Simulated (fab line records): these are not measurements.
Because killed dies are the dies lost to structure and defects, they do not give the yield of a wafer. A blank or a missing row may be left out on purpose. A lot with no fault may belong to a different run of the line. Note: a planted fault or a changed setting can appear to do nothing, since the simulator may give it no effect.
Which tool was responsible?	flow n5Finfet	10 lots, 30 wafers sampled, at 5 steps of a route of 1938

WHAT THE GAUGES SHOWED, per wafer
N5_START_INSPECT_01: inspects for defects (unpatterned scan). Usual: rawDefectCount at 5.6, with a standard deviation of 2.1.
lot	measured	on	rawDefectCount	flag
L296	day 1 18:02	defectInspect-01	6 8 6	
L298	day 2 06:02	defectInspect-01	3 5 8	
L299	day 2 12:02	defectInspect-01	3 4 6	
L300	day 2 18:02	defectInspect-02	2 5 6	
L304	day 3 18:02	defectInspect-02	6 6 3	
L305	day 4 00:02	defectInspect-02	6 5 7	
L306	day 4 06:02	defectInspect-02	5 4 4	
L307	day 4 12:02	defectInspect-01	6 5 5	
L311	day 5 12:02	defectInspect-01	6 8 7	
L316	day 6 18:02	defectInspect-02	10 7 6	

N5_WELL_APT_CD_MEAS_25: target cd 200 nm. Usual: cdNm at 200.6 nm, with a standard deviation of 2.
lot	measured	on	cdNm (nm)	flag
L296	day 1 20:46	cdSem-01	199.6 197.2 196.2	
L298	day 2 08:59	cdSem-01	200.2 200.2 199.4	
L299	day 2 14:59	cdSem-01	199.9 202.8 202.1	
L300	day 2 21:37	cdSem-02	201.5 203.1 199.8	
L304	day 3 21:00	cdSem-01	198.7 199.6 200.9	
L305	day 4 02:58	cdSem-01	204.0 205.4 203.4	
L306	day 4 08:49	cdSem-01	201.5 201.0 200.7	
L307	day 4 14:58	cdSem-02	204.2 201.8 201.3	
L311	day 5 14:59	cdSem-02	202.9 200.9 200.5	
L316	day 6 21:02	cdSem-02	204.0 202.0 198.6	

N5_BEOL_M4_RC_MEAS_101. Usual: DIBL_N 36.7 mV/V, standard deviation 1.8; DIBL_P 37.0 mV/V, standard deviation 2.4; IOFF_N 0.17 nA/um, standard deviation 0.036; IOFF_P 0.22 nA/um, standard deviation 0.042; ION_N 673 uA/um, standard deviation 12; ION_P 462 uA/um, standard deviation 8.5; SS_N 71.7 mV/dec, standard deviation 0.62; SS_P 73.4 mV/dec, standard deviation 0.65; VT_N 250 mV, standard deviation 3.7; VT_P -250 mV, standard deviation 3.7.
lot	measured	on	DIBL_N (mV/V)	DIBL_P (mV/V)	IOFF_N (nA/um)	IOFF_P (nA/um)	ION_N (uA/um)	ION_P (uA/um)	SS_N (mV/dec)	SS_P (mV/dec)	VT_N (mV)	VT_P (mV)	flag
L296	day 8 20:34	prober-02	38.5 38.2 37.8	39.0 39.0 37.4	0.19 0.21 0.19	0.25 0.24 0.22	671 675 667	461 460 457	71.5 71.9 72.0	73.3 74.6 73.4	250 245 250	-250 -250 -249	
L298	day 9 19:53	prober-02	38.2 35.4 36.1	38.0 34.7 35.7	0.18 0.13 0.15	0.24 0.20 0.21	671 674 661	462 470 462	72.3 71.2 71.0	73.9 72.7 72.8	249 253 250	-246 -248 -251	
L299	day 9 22:57	prober-02	34.1 36.1 33.6	34.9 36.7 34.7	0.11 0.13 0.11	0.15 0.18 0.15	642 654 647	447 443 446	71.1 71.3 70.5	73.3 72.7 72.5	257 257 256	-253 -252 -255	
L300	day 9 12:34	prober-01	37.7 34.6 35.9	38.4 34.7 35.1	0.17 0.13 0.14	0.21 0.16 0.17	670 671 655	455 456 447	72.2 71.1 71.1	73.5 72.0 73.6	251 252 252	-253 -255 -254	
L304	day 10 21:43	prober-01	35.9 35.4 37.8	35.8 35.3 37.6	0.17 0.15 0.20	0.25 0.24 0.28	683 667 672	478 470 474	71.0 72.1 71.9	72.7 72.2 73.1	246 250 245	-244 -244 -243	
L305	day 10 23:26	prober-01	36.1 34.9 35.9	37.0 35.6 35.9	0.14 0.12 0.13	0.20 0.18 0.19	658 649 659	454 449 455	70.6 71.2 71.2	73.7 73.3 73.3	254 256 251	-250 -251 -254	
L306	day 10 21:02	prober-02	37.4 36.3 37.2	38.0 37.2 36.4	0.18 0.16 0.16	0.23 0.23 0.21	675 687 689	458 471 469	71.5 71.8 71.9	74.1 73.4 73.1	248 249 248	-251 -250 -250	
L307	day 11 22:43	prober-01	36.3 31.7 38.1	38.5 31.5 39.8	0.17 0.10 0.20	0.25 0.15 0.27	680 651 668	467 457 463	71.7 69.3 72.6	74.2 72.0 74.4	246 256 248	-247 -251 -248	
L311	day 12 08:33	prober-02	34.4 36.2 34.7	35.6 37.1 35.4	0.13 0.15 0.13	0.18 0.22 0.18	669 677 654	461 474 457	69.5 71.6 71.0	72.7 73.1 73.0	251 249 251	-253 -247 -251	
L316	day 13 14:30	prober-02	38.1 39.6 37.0	36.4 38.4 35.7	0.17 0.20 0.15	0.25 0.29 0.23	687 671 683	471 462 470	71.4 72.5 70.7	73.9 73.2 73.3	247 250 249	-248 -247 -248	

EACH LOT AND THE TOOL THAT RAN IT (in order: tool; ch and the chambers of the sampled wafers; start)
lot	N5_WELL_APT_IMPLANT_15	N5_PMOS_HMC_CHANNEL_EPI_ETCH_38
L296	implanter-01 ch 0, day 1 20:02	rieSi-06 ch 0,1,2, day 1 23:28
L298	implanter-01 ch 0, day 2 08:04	rieSi-06 ch 1,2,3, day 2 11:34
L299	implanter-02 ch 0, day 2 14:15	rieSi-06 ch 2,3, day 2 17:33
L300	implanter-01 ch 0, day 2 20:51	rieSi-06 ch 2,3, day 3 00:32
L304	implanter-01 ch 0, day 3 20:07	rieSi-04 ch 0,1,2, day 4 00:00
L305	implanter-02 ch 0, day 4 02:12	rieSi-04 ch 1,3, day 4 05:39
L306	implanter-01 ch 0, day 4 08:03	rieSi-04 ch 0,1, day 4 11:35
L307	implanter-01 ch 0, day 4 14:09	rieSi-01 ch 1,2, day 4 17:41
L311	implanter-02 ch 0, day 5 13:58	rieSi-04 ch 0,1,3, day 5 18:07
L316	implanter-02 ch 0, day 6 20:19	rieSi-06 ch 1,2,3, day 7 00:02
- N5_WELL_APT_IMPLANT_15
- N5_PMOS_HMC_CHANNEL_EPI_ETCH_38: etches SiO2 in CF4, target depth 1.5 nm.

AS READ BY THE TOOLS THEMSELVES (means over the sampled wafers that have a number; for cases with no such wafer, the mark the record gives instead)
N5_WELL_APT_IMPLANT_15. Usual: doseIonsCm2 1.4999e+13, standard deviation 1.5e+10; faradayCurrentUA 190, standard deviation 3.6; rotationDeg -0.001 degrees, standard deviation 0.019.
lot	tool	doseIonsCm2	faradayCurrentUA	rotationDeg (degrees)	flag
L296	implanter-01	1.4996e+13	193	0.011	
L298	implanter-01	1.4978e+13	194	0.023	
L299	implanter-02	1.4986e+13	190	0.006	
L300	implanter-01	1.5001e+13	189	0.026	
L304	implanter-01	1.7408e+13	218	0.008	OFF
L305	implanter-02	1.5012e+13	189	-0.013	
L306	implanter-01	1.7370e+13	219	0.022	OFF
L307	implanter-01	1.7375e+13	220	-0.003	OFF
L311	implanter-02	1.4983e+13	190	0.003	
L316	implanter-02	1.4992e+13	192	0.011	

N5_PMOS_HMC_CHANNEL_EPI_ETCH_38. Usual: drypumpMotorCurrentA 5.7 A, standard deviation 0.48; oesProductAu 0.990 a.u., standard deviation 0.025; throttleValvePct 21.71 %, standard deviation 0.19.
lot	tool	drypumpMotorCurrentA (A)	oesProductAu (a.u.)	throttleValvePct (%)	flag
L296	rieSi-06	5.5	0.983	21.82	
L298	rieSi-06	5.3	0.973	21.81	
L299	rieSi-06	5.0	0.975	21.79	
L300	rieSi-06	5.0	0.972	21.79	
L304	rieSi-04	5.8	0.989	21.70	
L305	rieSi-04	6.3	1.012	21.54	
L306	rieSi-04	6.0	1.016	21.73	
L307	rieSi-01	5.6	1.011	21.46	
L311	rieSi-04	6.2	1.018	21.72	
L316	rieSi-06	5.3	0.975	21.81	

THE ANSWER, worked out from the rows above alone
Rule: a lot is off if the mean of its wafers that have a number lies more than 3 standard deviations from the usual mean. Also off: a lot with no number at a reading for which 4 or more lots have one. The other lots that the step has rows for count as sound. The gauges are gone through in route order, then the tools' own readings, and for those a lot's mean is taken as printed above. At the first step where some lot is off, the reading lying furthest off is the one used; lots without a number count as furthest.
Off: L304, L306, L307 (N5_WELL_APT_IMPLANT_15, doseIonsCm2).
If a tool, at that step or one of the process steps before it, ran each lot that is off and ran no sound lot following the first of them, it fits. One fits: N5_WELL_APT_IMPLANT_15 on implanter-01. A fault onset in the window from L300 (day 2 20:51, its last sound lot) to L304 (day 3 20:07, its first lot off) fits.
The tool's own readings at N5_WELL_APT_IMPLANT_15 bear it out: on the lots that are off they differ by more than 5 times the standard deviation of the sound lots' means. doseIonsCm2 reads 1.7384e+13 there against 1.4993e+13 on the sound lots; faradayCurrentUA reads 219 there against 191 on the sound lots.

WHAT HAD BEEN PUT IN BY THE SIMULATOR
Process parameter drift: implanter-01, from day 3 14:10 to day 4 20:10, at N5_WELL_APT_IMPLANT_15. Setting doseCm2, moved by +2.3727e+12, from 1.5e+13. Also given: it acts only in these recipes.
Lots struck among those shown: L304, L306, L307. The rule above reached the same finding.
